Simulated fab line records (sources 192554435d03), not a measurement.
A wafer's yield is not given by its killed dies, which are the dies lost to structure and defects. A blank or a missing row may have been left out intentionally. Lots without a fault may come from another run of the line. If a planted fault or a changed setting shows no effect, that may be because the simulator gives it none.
A lot that was struck, set against a sound lot :: flow n5-finfet :: 19 out of 1938 route steps
Sound: these wafers, L796.1, L796.3, L796.6. The struck wafers were L804.3, L804.5, L804.6. The cause comes at the end.
At each step with rows: each side's tool, then ch and its chambers, then its first start. Under that, the readings that differ: sound wafers :: struck wafers :: difference of the means :: sigmas: that difference in standard deviations of wafers without a fault.
alike: readings with means less than 2 such deviations apart, plus words and numbers identical on both sides. not compared: withheld readings, readings lacking a value on some wafer, bounds such as >300 that could conceal the same value, and numbers that have no deviation in the record and whose values overlap.
The two part at a step that has a row with sigmas, a row that says differs or no value, or rows on one side only. Numbers that have no deviation but don't overlap get no sigmas and don't part them. Lack of a reading on every wafer of one side parts them only where that side has two or more wafers.

first, 8 steps without rows for these wafers: N5_BEOL_M10_CMP_52 (polishes, stops on SiCOH lowk, t overpolish 7 s, target thk 140 nm); N5_BEOL_M10_PRE_CLEAN_55 (time 15 s); N5_BEOL_M10_DEP_56 (deposits SiCN from 3MS/NH3, target thk 15 nm, time 26.5 s); N5_BEOL_M11_ILD_DEP_00 (deposits SiCOH lowk from DEMS/porogen, target thk 308.51 nm, time 58 s); N5_BEOL_M11_CURE_71 (cures SiCOH lowk, time 240 s); N5_BEOL_M11_PECVD_70 (deposits SiO2 from TEOS/O2, target thk 20 nm, time 22.7 s); N5_BEOL_M11_HM_DEP_02 (deposits TiN, target thk 20 nm); N5_BEOL_M11_COAT_59 (time 60 s, resist thk 100 nm).
N5_BEOL_M11_COAT_60: time 60 s, resist thk 30 nm.
  sound on litho-track-03 ch 0, day 13 05:32; struck on litho-track-03 ch 0, day 14 20:59
reading: spin-speed-rpm (rpm)
sound: 1501.0 1499.6 1500.9
struck: 1700.5 1701.0 1700.3
difference: +200.1
sigmas: +99 or more

reading: model.SiARC_of_BEOL_M11_COAT_60.thk-nm (nm)
sound: 30 30 30
struck: 28.2 28 28.2
difference: -1.9
sigmas: 
then, 7 steps without rows for these wafers: N5_BEOL_M11_COAT_05 (resist thk 90 nm); N5_BEOL_M11_EBR_07; N5_BEOL_M11_SOFTBAKE_06 (time 60 s); N5_BEOL_M11_EXPOSE_08 (exposes mask M11); N5_BEOL_M11_PEB_09 (peb time 60 s); N5_BEOL_M11_DEVELOP_10 (develop time 30 s); N5_BEOL_M11_DESCUM_16 (chemistry O2, time 7.9 s).
N5_BEOL_M11_ETCH_61: etches SiARC in CF4, target depth 39 nm, time 65 s.
  sound on rie-diel-06 ch 2,3, day 13 06:11; struck on rie-diel-06 ch 0,3, day 14 21:32
reading: rf-vpp-V (V)
sound: 186.4 183.5 187.8
struck: 183.3 182.7 182.5
difference: -3.1
sigmas: -2

reading: model.etch.depth-nm (nm)
sound: 30 30.03 30.04
struck: 28.2 28.09 28.16
difference: -1.9
sigmas: 

reading: model.CAR-ArF_of_BEOL_M11_COAT_05.thk-nm (nm)
sound: 55.2 55.6 55.6
struck: 57 57 57.4
difference: +2
sigmas: 
  alike: chamber-pressure-mTorr, drypump-motor-current-A, etch-rf-on-time-s, oes-product-au, showerhead-plenum-p-Torr, throttle-valve-pct
  not compared: rf-hours-counter-h
N5_BEOL_M11_ETCH_62: etches SOC in N2/H2, target depth 110 nm, overetch 22 nm, time 165 s.
  sound on rie-diel-06 ch 2,3, day 13 06:14; struck on rie-diel-06 ch 0,3, day 14 21:35
reading: model.SiARC_of_BEOL_M11_COAT_60.thk-nm (nm)
sound: 23.2 23.2 23.2
struck: 21.4 21.8 21.2
difference: -1.7
sigmas: 
  alike: chamber-pressure-mTorr, drypump-motor-current-A, oes-product-au, rf-vpp-V, showerhead-plenum-p-Torr, throttle-valve-pct
  not compared: rf-hours-counter-h
then, 1 step without rows for these wafers: N5_BEOL_M11_STRIP_68 (strips in N2/H2).

== WHERE THEY PART ==
Last at N5_BEOL_M11_ETCH_61 as far as this record goes, first at N5_BEOL_M11_COAT_60. Later steps at which nothing parts them and some readings are alike: N5_BEOL_M11_ETCH_62.

WHY: what had been put in by the simulator
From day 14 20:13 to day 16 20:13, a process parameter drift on litho-track-03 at N5_BEOL_M11_COAT_60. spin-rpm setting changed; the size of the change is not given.
